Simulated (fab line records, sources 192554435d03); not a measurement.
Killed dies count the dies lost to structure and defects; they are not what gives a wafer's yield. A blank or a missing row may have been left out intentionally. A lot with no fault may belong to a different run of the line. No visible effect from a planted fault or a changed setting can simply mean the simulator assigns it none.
Matching of chambers :: flow n5 finfet :: N5_BEOL_M6_CURE_74 on uv cure-03: 3 sister chambers
The step cures SiCOH lowk, time 240 s. 6 wafers are shown with their chamber, then 12 later ones without.

== EACH WAFER AND ITS CHAMBER ==
wafer: L077.4
chamber: 0
wafer_temp_C_max: 386.9
lamp power pct (%): 52.26

wafer: L077.5
chamber: 0
wafer_temp_C_max: 387.6
lamp power pct (%): 52.28

wafer: L078.5
chamber: 1
wafer_temp_C_max: 385.8
lamp power pct (%): 52.23

wafer: L078.6
chamber: 1
wafer_temp_C_max: 385.6
lamp power pct (%): 52.39

wafer: L084.4
chamber: 2
wafer_temp_C_max: 387.5
lamp power pct (%): 52.39

wafer: L084.6
chamber: 2
wafer_temp_C_max: 387.2
lamp power pct (%): 52.31

== WAFERS MISSING THEIR CHAMBER ==
wafer: L085.1
wafer_temp_C_max: 385.9
lamp power pct (%): 52.35

wafer: L085.3
wafer_temp_C_max: 385.8
lamp power pct (%): 52.25

wafer: L085.5
wafer_temp_C_max: 385.9
lamp power pct (%): 52.22

wafer: L087.1
wafer_temp_C_max: 387.9
lamp power pct (%): 52.35

wafer: L087.5
wafer_temp_C_max: 387.0
lamp power pct (%): 52.23

wafer: L087.6
wafer_temp_C_max: 387.1
lamp power pct (%): 52.37

wafer: L093.1
wafer_temp_C_max: 387.2
lamp power pct (%): 52.32

wafer: L093.2
wafer_temp_C_max: 387.8
lamp power pct (%): 52.23

wafer: L093.6
wafer_temp_C_max: 387.8
lamp power pct (%): 52.39

wafer: L094.3
wafer_temp_C_max: 387.8
lamp power pct (%): 52.29

wafer: L094.4
wafer_temp_C_max: 388.4
lamp power pct (%): 52.24

wafer: L094.6
wafer_temp_C_max: 387.8
lamp power pct (%): 52.39

== EACH ONE'S CHAMBER ==
wafer: L085.1
from the rows above: 1
in truth: 1

wafer: L085.3
from the rows above: 1
in truth: 1

wafer: L085.5
from the rows above: 1
in truth: 1

wafer: L087.1
from the rows above: can't be placed: 2 or 0
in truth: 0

wafer: L087.5
from the rows above: can't be placed: 0 or 2
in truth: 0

wafer: L087.6
from the rows above: can't be placed: 2 or 0
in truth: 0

wafer: L093.1
from the rows above: can't be placed: 2 or 0
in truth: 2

wafer: L093.2
from the rows above: can't be placed: 0 or 2
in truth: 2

wafer: L093.6
from the rows above: can't be placed: 2 or 0
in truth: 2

wafer: L094.3
from the rows above: can't be placed: 2 or 0
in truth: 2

wafer: L094.4
from the rows above: can't be placed: 2 or 0
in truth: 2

wafer: L094.6
from the rows above: can't be placed: 2 or 0
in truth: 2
Correct placement for 3 of the 12. These rows do not allow placing 9 (true chamber among the candidates in 9). 0 placed wrongly.
How it was worked out, from the rows above alone: a wafer's distance from a chamber is the root of the sum, over the readings, of the square of ((its reading less the chamber's mean) divided by the reading's scatter). The wafer belongs to the nearest chamber; if the next one is less than 2 further off, it can't be placed. The mean given for a chamber averages the wafers shown for that chamber. How the scatter is found: for the shown wafers, subtract from each reading the mean of its chamber, square and add these, divide the total by (wafers less chambers), then take the root.
